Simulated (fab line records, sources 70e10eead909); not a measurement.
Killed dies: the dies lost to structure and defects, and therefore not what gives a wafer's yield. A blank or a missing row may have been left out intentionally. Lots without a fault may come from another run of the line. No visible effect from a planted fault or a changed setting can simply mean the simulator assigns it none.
Comparing a struck lot with a sound one :: flow nand harc :: 14 steps out of a route of 1302
Sound: these wafers, L859.1, L859.4, L859.5. Struck: wafers L866.1, L866.2, L866.4. The cause is named last.
Each step with rows lists, per side, the tool, then ch with its chambers, then its first start. Under that, the readings that differ: sound wafers :: struck wafers :: difference of the means :: sigmas: that difference in standard deviations of wafers without a fault.
alike: a reading whose means differ by less than 2 such deviations, as well as words and numbers matching on both sides. not compared: withheld readings; readings where some wafer has no value; bounds like >300 that might hide an equal value; numbers whose values overlap and for which the record gives no deviation.
The two part at a step that has a row with sigmas, a row that says differs or no value, or rows on one side only. Non-overlapping numbers with no deviation appear without sigmas and do not part them. Lack of a reading on every wafer of one side parts them only where that side has two or more wafers.

NHARC_A_CONTACT_CD_MEAS_69: the cd target is 300 nm.
  sound on cd sem-02 ch 0, day 26 11:13; struck on cd sem-01 ch 0, day 29 11:37
  alike: cd nm
NHARC_A_CONTACT_OVL_MEAS_70:
  sound on overlay-02 at day 26 11:19; struck on overlay-01 at day 29 11:43
  alike: overlay x nm, overlay y nm
NHARC_A_CONTACT_INSPECT_71:
  sound on defect inspect-02 at day 26 11:21; struck on defect inspect-02 at day 29 11:44
  alike: raw defect count
then, 1 step without rows for these wafers: NHARC_A_CONTACT_DESCUM_74 (chemistry O2, time 3 s).
NHARC_A_CONTACT_ETCH_75: etches the open film in CF4, target depth 39 nm, time 65 s.
  sound on rie diel-05 ch 0,2,3, day 26 11:32; struck on rie diel-02 ch 0,2,3, day 29 11:53
reading: rf vpp V (V)
sound: 152.9 154.0 153.1
struck: 148.9 150.0 149.3
difference: -3.9
sigmas: -3

reading: showerhead plenum p Torr (Torr)
sound: 1.91 1.89 1.91
struck: 1.66 1.74 1.70
difference: -0.20
sigmas: -2
  alike: bias w, cf4 flow sccm, drypump motor current A, oes product au, throttle valve pct
  not compared: rf hours counter h
NHARC_A_CONTACT_ETCH_76: etches the open film in N2/H2, target depth 260 nm, time 475.3 s.
  sound on rie diel-05 ch 1,2,3; struck on rie diel-02 ch 0,1,3
  alike: bias w, chamber pressure mTorr, drypump motor current A, oes product au, rf vpp V, showerhead plenum p Torr, throttle valve pct
  not compared: rf hours counter h
then, 3 steps without rows for these wafers: NHARC_A_CONTACT_ETCH_77 (etches the open film in CF4/CHF3, target depth 108.9 nm, time 54.5 s); NHARC_A_CONTACT_ETCH_78 (etches the open film in O2/COS, target depth 5300 nm, time 1378 s); NHARC_A_CONTACT_ETCH_124 (etches the open film in C4F8/O2/Ar, time 140 s, target depth 700 nm).
NHARC_A_CONTACT_ETCH_125: etches the open film in C4F8/O2/Ar, time 197 s, target depth 1918 nm.
  sound on har cap etch-03 ch 0,1, day 26 13:18; struck on har cap etch-02 ch 0,1, day 29 13:46
  alike: chamber pressure mTorr, oes air line au
  not compared: rf hours counter h
NHARC_A_CONTACT_ETCH_126: etches the open film in C4F8/O2/Ar, time 197 s, target depth 1918 nm.
  sound on har cap etch-03 ch 0,1, day 26 13:28; struck on har cap etch-02 ch 0,1, day 29 13:56
  alike: chamber pressure mTorr, oes air line au
  not compared: rf hours counter h
NHARC_A_CONTACT_ETCH_127: etches the open film in C4F8/O2/Ar, time 197 s, target depth 1918 nm.
  sound on har cap etch-03 ch 0,1, day 26 13:39; struck on har cap etch-02 ch 0,1, day 29 14:07
  alike: chamber pressure mTorr, oes air line au
  not compared: rf hours counter h
NHARC_A_CONTACT_ETCH_128: etches the open film in C4F8/O2/Ar, time 197 s, target depth 1918 nm.
  sound on har cap etch-03 ch 0,1, day 26 13:50; struck on har cap etch-02 ch 0,1, day 29 14:17
  no value came back on the struck wafers for chamber pressure mTorr (mTorr), oes air line au (a.u.); on the sound wafers chamber pressure mTorr (mTorr) reads 19.996 20.022 20.026
  not compared: rf hours counter h
then, 1 step without rows for these wafers: NHARC_A_CONTACT_ETCH_129 (etches the open film in C4F8/O2/Ar, time 197 s, target depth 1918 nm).

== WHERE THEY PART ==
First at NHARC_A_CONTACT_ETCH_75; last, within this record, at NHARC_A_CONTACT_ETCH_128.

WHY: the cause the simulator had injected
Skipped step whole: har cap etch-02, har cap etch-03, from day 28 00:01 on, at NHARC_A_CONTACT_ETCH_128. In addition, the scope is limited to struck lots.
